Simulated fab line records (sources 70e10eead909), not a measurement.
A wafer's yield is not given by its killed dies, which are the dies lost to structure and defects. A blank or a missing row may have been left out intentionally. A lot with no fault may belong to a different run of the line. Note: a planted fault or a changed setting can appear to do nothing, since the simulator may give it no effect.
Matching of chambers :: flow nand harc :: NHARC_P_M0_STRIP_18 on rie diel-07 has 4 sister chambers
The step strips in N2/H2. 33 wafers are shown with their chamber, then 12 later ones without.

## WAFERS, EACH WITH ITS CHAMBER
wafer: L076.2
chamber: 2
drypump motor current A (A): 6.1
showerhead plenum p Torr (Torr): 2.09
rf vpp V (V): 90.3

wafer: L076.3
chamber: 0
drypump motor current A (A): 6.3
showerhead plenum p Torr (Torr): 1.96
rf vpp V (V): 90.8

wafer: L076.6
chamber: 2
drypump motor current A (A): 6.1
showerhead plenum p Torr (Torr): 2.09
rf vpp V (V): 91.0

wafer: L075.2
chamber: 0
drypump motor current A (A): 6.3
showerhead plenum p Torr (Torr): 1.96
rf vpp V (V): 88.8

wafer: L075.5
chamber: 3
drypump motor current A (A): 5.6
showerhead plenum p Torr (Torr): 2.17
rf vpp V (V): 92.3

wafer: L075.6
chamber: 2
drypump motor current A (A): 6.1
showerhead plenum p Torr (Torr): 2.09
rf vpp V (V): 90.5

wafer: L080.1
chamber: 1
drypump motor current A (A): 6.0
showerhead plenum p Torr (Torr): 2.14
rf vpp V (V): 92.4

wafer: L080.2
chamber: 3
drypump motor current A (A): 5.6
showerhead plenum p Torr (Torr): 2.17
rf vpp V (V): 92.5

wafer: L080.3
chamber: 0
drypump motor current A (A): 6.3
showerhead plenum p Torr (Torr): 1.96
rf vpp V (V): 90.8

wafer: L084.1
chamber: 0
drypump motor current A (A): 6.3
showerhead plenum p Torr (Torr): 1.96
rf vpp V (V): 89.4

wafer: L084.2
chamber: 1
drypump motor current A (A): 5.9
showerhead plenum p Torr (Torr): 2.14
rf vpp V (V): 91.4

wafer: L084.4
chamber: 3
drypump motor current A (A): 5.6
showerhead plenum p Torr (Torr): 2.17
rf vpp V (V): 93.2

wafer: L085.2
chamber: 2
drypump motor current A (A): 6.1
showerhead plenum p Torr (Torr): 2.08
rf vpp V (V): 90.3

wafer: L085.3
chamber: 3
drypump motor current A (A): 5.6
showerhead plenum p Torr (Torr): 2.17
rf vpp V (V): 91.5

wafer: L085.4
chamber: 0
drypump motor current A (A): 6.3
showerhead plenum p Torr (Torr): 1.96
rf vpp V (V): 89.1

wafer: L086.2
chamber: 3
drypump motor current A (A): 5.6
showerhead plenum p Torr (Torr): 2.17
rf vpp V (V): 90.9

wafer: L086.4
chamber: 1
drypump motor current A (A): 5.9
showerhead plenum p Torr (Torr): 2.14
rf vpp V (V): 91.9

wafer: L086.5
chamber: 3
drypump motor current A (A): 5.6
showerhead plenum p Torr (Torr): 2.17
rf vpp V (V): 91.1

wafer: L087.1
chamber: 3
drypump motor current A (A): 5.6
showerhead plenum p Torr (Torr): 2.16
rf vpp V (V): 91.8

wafer: L087.2
chamber: 1
drypump motor current A (A): 5.9
showerhead plenum p Torr (Torr): 2.14
rf vpp V (V): 91.7

wafer: L087.3
chamber: 0
drypump motor current A (A): 6.3
showerhead plenum p Torr (Torr): 1.95
rf vpp V (V): 90.8

wafer: L089.1
chamber: 3
drypump motor current A (A): 5.6
showerhead plenum p Torr (Torr): 2.16
rf vpp V (V): 92.5

wafer: L089.2
chamber: 1
drypump motor current A (A): 5.9
showerhead plenum p Torr (Torr): 2.14
rf vpp V (V): 90.4

wafer: L089.5
chamber: 2
drypump motor current A (A): 6.1
showerhead plenum p Torr (Torr): 2.08
rf vpp V (V): 90.7

wafer: L088.1
chamber: 0
drypump motor current A (A): 6.3
showerhead plenum p Torr (Torr): 1.95
rf vpp V (V): 90.1

wafer: L088.2
chamber: 2
drypump motor current A (A): 6.1
showerhead plenum p Torr (Torr): 2.08
rf vpp V (V): 92.0

wafer: L088.3
chamber: 3
drypump motor current A (A): 5.6
showerhead plenum p Torr (Torr): 2.16
rf vpp V (V): 91.0

wafer: L090.2
chamber: 3
drypump motor current A (A): 5.6
showerhead plenum p Torr (Torr): 2.16
rf vpp V (V): 93.5

wafer: L090.5
chamber: 1
drypump motor current A (A): 5.9
showerhead plenum p Torr (Torr): 2.14
rf vpp V (V): 91.8

wafer: L090.6
chamber: 2
drypump motor current A (A): 6.1
showerhead plenum p Torr (Torr): 2.08
rf vpp V (V): 92.0

wafer: L092.1
chamber: 1
drypump motor current A (A): 5.9
showerhead plenum p Torr (Torr): 2.13
rf vpp V (V): 91.1

wafer: L092.4
chamber: 0
drypump motor current A (A): 6.3
showerhead plenum p Torr (Torr): 1.95
rf vpp V (V): 88.9

wafer: L092.6
chamber: 3
drypump motor current A (A): 5.6
showerhead plenum p Torr (Torr): 2.16
rf vpp V (V): 91.7

SIGNATURES, as means of the wafers listed above
reading: drypump motor current A
chamber 0: 6.300
chamber 1: 5.914
chamber 2: 6.100
chamber 3: 5.600
scatter within a chamber: 0.0172

reading: showerhead plenum p Torr
chamber 0: 1.9563
chamber 1: 2.1386
chamber 2: 2.0843
chamber 3: 2.1655
scatter within a chamber: 0.00497

reading: rf vpp V
chamber 0: 89.838
chamber 1: 91.529
chamber 2: 90.971
chamber 3: 92.000
scatter within a chamber: 0.81
Rule: a wafer lies at a distance from a chamber equal to the root of the sum of squares, over the readings, of (its reading less the chamber's mean, divided by the reading's scatter). The wafer belongs to the nearest chamber; if the next one is less than 2 further off, it can't be placed. The scatter is the square root of a quotient: the sum, over the shown wafers, of each reading's squared deviation from its chamber's mean, divided by wafers minus chambers.

## WAFERS WITH NO CHAMBER GIVEN
wafer: L093.2
drypump motor current A (A): 5.9
showerhead plenum p Torr (Torr): 2.13
rf vpp V (V): 91.5

wafer: L093.3
drypump motor current A (A): 6.1
showerhead plenum p Torr (Torr): 2.08
rf vpp V (V): 90.6

wafer: L093.5
drypump motor current A (A): 5.6
showerhead plenum p Torr (Torr): 2.16
rf vpp V (V): 91.6

wafer: L095.1
drypump motor current A (A): 5.6
showerhead plenum p Torr (Torr): 2.16
rf vpp V (V): 90.9

wafer: L095.4
drypump motor current A (A): 6.1
showerhead plenum p Torr (Torr): 2.08
rf vpp V (V): 91.6

wafer: L095.5
drypump motor current A (A): 6.1
showerhead plenum p Torr (Torr): 2.08
rf vpp V (V): 91.6

wafer: L097.3
drypump motor current A (A): 6.3
showerhead plenum p Torr (Torr): 1.95
rf vpp V (V): 91.2

wafer: L097.4
drypump motor current A (A): 5.6
showerhead plenum p Torr (Torr): 2.16
rf vpp V (V): 92.3

wafer: L097.6
drypump motor current A (A): 5.6
showerhead plenum p Torr (Torr): 2.16
rf vpp V (V): 92.2

wafer: L096.2
drypump motor current A (A): 5.6
showerhead plenum p Torr (Torr): 2.16
rf vpp V (V): 92.4

wafer: L096.3
drypump motor current A (A): 6.1
showerhead plenum p Torr (Torr): 2.08
rf vpp V (V): 90.1

wafer: L096.6
drypump motor current A (A): 6.1
showerhead plenum p Torr (Torr): 2.08
rf vpp V (V): 88.9

## WHICH CHAMBER EACH ONE RAN IN
wafer: L093.2
from the rows above: 1
in truth: 1

wafer: L093.3
from the rows above: 2
in truth: 2

wafer: L093.5
from the rows above: 3
in truth: 3

wafer: L095.1
from the rows above: 3
in truth: 3

wafer: L095.4
from the rows above: 2
in truth: 2

wafer: L095.5
from the rows above: 2
in truth: 2

wafer: L097.3
from the rows above: 0
in truth: 0

wafer: L097.4
from the rows above: 3
in truth: 3

wafer: L097.6
from the rows above: 3
in truth: 3

wafer: L096.2
from the rows above: 3
in truth: 3

wafer: L096.3
from the rows above: 2
in truth: 2

wafer: L096.6
from the rows above: 2
in truth: 2
Correct placement for 12 of the 12. Left unplaced by these rows: 0. Number placed wrongly: 0.
